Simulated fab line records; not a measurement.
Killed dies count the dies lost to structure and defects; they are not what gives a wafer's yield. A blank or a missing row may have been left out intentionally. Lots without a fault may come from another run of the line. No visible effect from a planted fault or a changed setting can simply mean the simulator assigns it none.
The tool behind it: which one? + flow nand_harc + 24 lots with 72 wafers sampled at 5 steps, on a route of 1159 steps

## WHAT THE GAUGES READ, wafer by wafer
NHARC_A_CONTACT_INSPECT_44.
| lot  | measured     | on                | raw_defect_count |
|------|--------------|-------------------|------------------|
| L074 | day 16 02:29 | defect_inspect-02 | 12 22 16         |
| L077 | day 16 15:27 | defect_inspect-02 | 8 8 6            |
| L075 | day 16 15:43 | defect_inspect-01 | 12 9 21          |
| L079 | day 16 19:31 | defect_inspect-02 | 7 11 4           |
| L078 | day 16 19:52 | defect_inspect-02 | 37 30 30         |
| L076 | day 16 22:45 | defect_inspect-01 | 35 30 45         |
| L080 | day 17 22:16 | defect_inspect-01 | 17 10 15         |
| L082 | day 18 08:07 | defect_inspect-02 | 41 36 46         |
| L081 | day 18 11:33 | defect_inspect-02 | 35 32 32         |
| L083 | day 18 14:29 | defect_inspect-01 | 36 35 33         |
| L086 | day 18 20:47 | defect_inspect-01 | 12 5 9           |
| L084 | day 18 21:37 | defect_inspect-02 | 40 34 33         |
| L085 | day 19 05:11 | defect_inspect-02 | 51 54 50         |
| L089 | day 20 02:35 | defect_inspect-01 | 39 24 42         |
| L087 | day 20 04:38 | defect_inspect-02 | 39 34 37         |
| L091 | day 20 08:49 | defect_inspect-02 | 29 39 33         |
| L090 | day 20 10:57 | defect_inspect-01 | 42 28 29         |
| L088 | day 20 14:49 | defect_inspect-01 | 30 34 32         |
| L093 | day 20 18:31 | defect_inspect-01 | 12 11 12         |
| L095 | day 20 19:50 | defect_inspect-02 | 45 73 61         |
| L094 | day 21 01:35 | defect_inspect-02 | 32 39 24         |
| L092 | day 21 16:20 | defect_inspect-02 | 33 25 27         |
| L097 | day 21 22:19 | defect_inspect-01 | 18 16 15         |
| L096 | day 21 23:10 | defect_inspect-01 | 37 36 42         |

NHARC_A_CONTACT_CD_MEAS_69: target cd 200 nm.
| lot  | measured     | on        | cd_nm (nm)        |
|------|--------------|-----------|-------------------|
| L074 | day 16 09:48 | cd_sem-02 | 200.2 200.0 199.2 |
| L077 | day 16 22:55 | cd_sem-02 | 199.9 199.8 200.7 |
| L075 | day 16 23:22 | cd_sem-02 | 200.3 200.2 200.5 |
| L079 | day 17 02:35 | cd_sem-01 | 199.9 200.1 199.5 |
| L078 | day 17 03:13 | cd_sem-03 | 200.6 200.4 200.1 |
| L076 | day 17 05:32 | cd_sem-01 | 199.8 199.6 199.5 |
| L080 | day 18 07:32 | cd_sem-01 | 199.6 199.9 199.9 |
| L082 | day 18 16:22 | cd_sem-02 | 200.1 200.2 201.0 |
| L081 | day 18 19:12 | cd_sem-01 | 200.4 199.7 200.4 |
| L083 | day 18 23:07 | cd_sem-01 | 199.9 200.0 199.8 |
| L086 | day 19 08:27 | cd_sem-03 | 200.0 200.7 200.5 |
| L084 | day 19 09:27 | cd_sem-03 | 199.6 200.8 200.2 |
| L085 | day 19 11:59 | cd_sem-02 | 200.5 200.4 199.8 |
| L089 | day 20 12:37 | cd_sem-03 | 200.7 201.1 200.5 |
| L087 | day 20 12:52 | cd_sem-01 | 199.7 199.9 199.6 |
| L091 | day 20 16:11 | cd_sem-03 | 200.5 200.5 200.7 |
| L090 | day 20 17:53 | cd_sem-02 | 200.7 199.7 199.9 |
| L088 | day 20 23:14 | cd_sem-02 | 199.8 199.9 199.9 |
| L093 | day 21 04:20 | cd_sem-01 | 200.4 201.0 200.2 |
| L095 | day 21 06:31 | cd_sem-01 | 200.1 199.9 199.9 |
| L094 | day 21 12:08 | cd_sem-03 | 200.2 199.6 200.4 |
| L092 | day 21 23:55 | cd_sem-02 | 200.0 200.9 200.4 |
| L097 | day 22 05:06 | cd_sem-02 | 200.3 201.0 200.6 |
| L096 | day 22 07:05 | cd_sem-01 | 200.6 200.4 200.6 |

## WHAT TOOL EACH LOT RAN ON (gives the tool, then ch and the chambers of the sampled wafers, and finally the start)
| lot  | NHARC_A_CONTACT_ETCH_114             | NHARC_A_CONTACT_ETCH_115             | NHARC_A_CONTACT_ETCH_90            |
|------|--------------------------------------|--------------------------------------|------------------------------------|
| L074 | har_cap_etch-01 ch 0,1, day 16 04:32 | har_cap_etch-01 ch 0,1, day 16 04:37 | rie_diel-05 ch 0,1, day 16 05:57   |
| L077 | har_cap_etch-03 ch 0,1, day 16 17:12 | har_cap_etch-03 ch 0,1, day 16 17:17 | rie_diel-06 ch 1,2,3, day 16 18:38 |
| L075 | har_cap_etch-01 ch 0,1, day 16 17:26 | har_cap_etch-01 ch 0,1, day 16 17:32 | rie_diel-06 ch 0,2,3, day 16 18:52 |
| L079 | har_cap_etch-03 ch 0,1, day 16 21:17 | har_cap_etch-03 ch 0,1, day 16 21:23 | rie_diel-06 ch 0,1,3, day 16 22:43 |
| L078 | har_cap_etch-01 ch 0,1, day 16 21:44 | har_cap_etch-01 ch 0,1, day 16 21:50 | rie_diel-06 ch 1,2, day 16 23:11   |
| L076 | har_cap_etch-03 ch 0,1, day 17 00:31 | har_cap_etch-03 ch 0,1, day 17 00:37 | rie_diel-05 ch 1,2,3, day 17 01:57 |
| L080 | har_cap_etch-02 ch 0,1, day 17 23:58 | har_cap_etch-02 ch 0,1, day 18 00:04 | rie_diel-06 ch 2,3, day 18 01:24   |
| L082 | har_cap_etch-01 ch 0,1, day 18 10:07 | har_cap_etch-01 ch 0,1, day 18 10:13 | rie_diel-13 ch 2,3, day 18 11:32   |
| L081 | har_cap_etch-02 ch 0,1, day 18 13:20 | har_cap_etch-02 ch 0,1, day 18 13:25 | rie_diel-13 ch 2,3, day 18 14:43   |
| L083 | har_cap_etch-03 ch 0,1, day 18 16:13 | har_cap_etch-03 ch 0,1, day 18 16:19 | rie_diel-05 ch 0,1, day 18 17:39   |
| L086 | har_cap_etch-03 ch 0,1, day 18 22:30 | har_cap_etch-03 ch 0,1, day 18 22:35 | rie_diel-06 ch 2,3, day 18 23:55   |
| L084 | har_cap_etch-02 ch 0,1, day 18 23:20 | har_cap_etch-02 ch 0,1, day 18 23:25 | rie_diel-06 ch 1,3, day 19 00:49   |
| L085 | har_cap_etch-01 ch 1, day 19 06:59   | har_cap_etch-01 ch 1, day 19 07:04   | rie_diel-06 ch 0,2,3, day 19 08:23 |
| L089 | har_cap_etch-01 ch 0,1, day 20 04:19 | har_cap_etch-01 ch 0,1, day 20 04:24 | rie_diel-05 ch 1,3, day 20 05:46   |
| L087 | har_cap_etch-02 ch 1, day 20 06:21   | har_cap_etch-02 ch 1, day 20 06:26   | rie_diel-06 ch 0,1,2, day 20 07:46 |
| L091 | har_cap_etch-03 ch 0,1, day 20 10:32 | har_cap_etch-03 ch 0,1, day 20 10:37 | rie_diel-13 ch 1,2,3, day 20 11:58 |
| L090 | har_cap_etch-01 ch 0,1, day 20 12:40 | har_cap_etch-01 ch 0,1, day 20 12:46 | rie_diel-13 ch 1,2,3, day 20 14:07 |
| L088 | har_cap_etch-01 ch 0,1, day 20 16:32 | har_cap_etch-01 ch 0,1, day 20 16:38 | rie_diel-06 ch 1,2, day 20 17:56   |
| L093 | har_cap_etch-01 ch 0,1, day 20 20:14 | har_cap_etch-01 ch 0,1, day 20 20:20 | rie_diel-13 ch 1,2,3, day 20 21:40 |
| L095 | har_cap_etch-02 ch 0,1, day 20 21:41 | har_cap_etch-02 ch 0,1, day 20 21:47 | rie_diel-13 ch 0,3, day 20 23:07   |
| L094 | har_cap_etch-03 ch 0,1, day 21 03:32 | har_cap_etch-03 ch 0,1, day 21 03:37 | rie_diel-06 ch 1,3, day 21 04:57   |
| L092 | har_cap_etch-01 ch 0,1, day 21 18:02 | har_cap_etch-01 ch 0,1, day 21 18:08 | rie_diel-13 ch 1,2,3, day 21 19:29 |
| L097 | har_cap_etch-02 ch 0,1, day 22 00:04 | har_cap_etch-02 ch 0,1, day 22 00:09 | rie_diel-06 ch 1,2,3, day 22 01:29 |
| L096 | har_cap_etch-01 ch 0,1, day 22 00:55 | har_cap_etch-01 ch 0,1, day 22 01:01 | rie_diel-06 ch 0,1,3, day 22 02:19 |
- NHARC_A_CONTACT_ETCH_114: etches the open film in C4F8/O2/Ar, time 94 s, target depth 922 nm.
- NHARC_A_CONTACT_ETCH_115: etches the open film in C4F8/O2/Ar, time 94 s, target depth 922 nm.
- NHARC_A_CONTACT_ETCH_90: etches the open film in CH3F/O2, target depth 40 nm, time 85.7 s.

## AS READ BY THE TOOLS THEMSELVES (means over the sampled wafers that have a number; for cases with no such wafer, the mark the record gives instead)
NHARC_A_CONTACT_ETCH_90.
| lot  | tool        | drypump_motor_current_A (A) | oes_product_au (a.u.) | rf_vpp_V (V) | showerhead_plenum_p_Torr (Torr) | throttle_valve_pct (%) |
|------|-------------|-----------------------------|-----------------------|--------------|---------------------------------|------------------------|
| L074 | rie_diel-05 | 6.0                         | 1.00                  | 245.9        | 2.59                            | 20.675                 |
| L077 | rie_diel-06 | 5.7                         | 0.92                  | 245.3        | 2.48                            | 20.662                 |
| L075 | rie_diel-06 | 5.7                         | 0.99                  | 244.8        | 2.52                            | 20.663                 |
| L079 | rie_diel-06 | 5.8                         | 0.99                  | 244.3        | 2.43                            | 20.666                 |
| L078 | rie_diel-06 | 5.1                         | 0.99                  | 244.6        | 2.48                            | 20.669                 |
| L076 | rie_diel-05 | 5.9                         | 0.92                  | 245.5        | 2.50                            | 20.658                 |
| L080 | rie_diel-06 | 6.1                         | 0.92                  | 246.2        | 2.57                            | 20.670                 |
| L082 | rie_diel-13 | 6.0                         | 0.93                  | 245.4        | 2.48                            | 20.666                 |
| L081 | rie_diel-13 | 6.0                         | 0.93                  | 244.3        | 2.48                            | 20.658                 |
| L083 | rie_diel-05 | 6.0                         | 0.92                  | 245.6        | 2.58                            | 20.659                 |
| L086 | rie_diel-06 | 5.5                         | 0.93                  | 245.7        | 2.57                            | 20.656                 |
| L084 | rie_diel-06 | 6.3                         | 1.01                  | 244.9        | 2.48                            | 20.668                 |
| L085 | rie_diel-06 | 5.7                         | 1.00                  | 246.2        | 2.52                            | 20.657                 |
| L089 | rie_diel-05 | 6.0                         | 0.92                  | 245.3        | 2.53                            | 20.658                 |
| L087 | rie_diel-06 | 5.3                         | 0.93                  | 243.8        | 2.43                            | 20.656                 |
| L091 | rie_diel-13 | 6.1                         | 1.00                  | 244.9        | 2.45                            | 20.659                 |
| L090 | rie_diel-13 | 6.1                         | 1.00                  | 244.3        | 2.45                            | 20.662                 |
| L088 | rie_diel-06 | 5.3                         | 1.00                  | 242.5        | 2.38                            | 20.661                 |
| L093 | rie_diel-13 | 6.1                         | 0.92                  | 244.4        | 2.45                            | 20.664                 |
| L095 | rie_diel-13 | 6.1                         | 0.92                  | 245.4        | 2.59                            | 20.664                 |
| L094 | rie_diel-06 | 5.8                         | 0.94                  | 243.1        | 2.37                            | 20.662                 |
| L092 | rie_diel-13 | 6.1                         | 1.00                  | 244.4        | 2.45                            | 20.657                 |
| L097 | rie_diel-06 | 5.7                         | 0.93                  | 245.3        | 2.47                            | 20.659                 |
| L096 | rie_diel-06 | 5.8                         | 1.01                  | 244.4        | 2.42                            | 20.669                 |

## THE ANSWER, worked out from the rows above alone
Rule: the lots themselves supply what counts as usual. The widest of any qualifying gaps counts: lots, ordered by their means at a reading, are off when they make up no more than a third of the lots, leave a main group of 4 or more, and stand apart from it by 3 or more times the standard deviation of that group's means. A main group whose means are all the same, to the digits that the tables above print for the reading, isn't used. Also off: a lot with no number at a reading for which 4 or more lots have one. The other lots that the step has rows for count as sound. The gauges are gone through in route order, then the tools' own readings, and for those a lot's mean is taken as printed above. The first step at which some lot is off is used, and at that step the reading that is off furthest; a lot without a number counts as furthest.
Nothing can be told from this: no lot is off at any reading shown.

## WHAT THE SIMULATOR PUT IN
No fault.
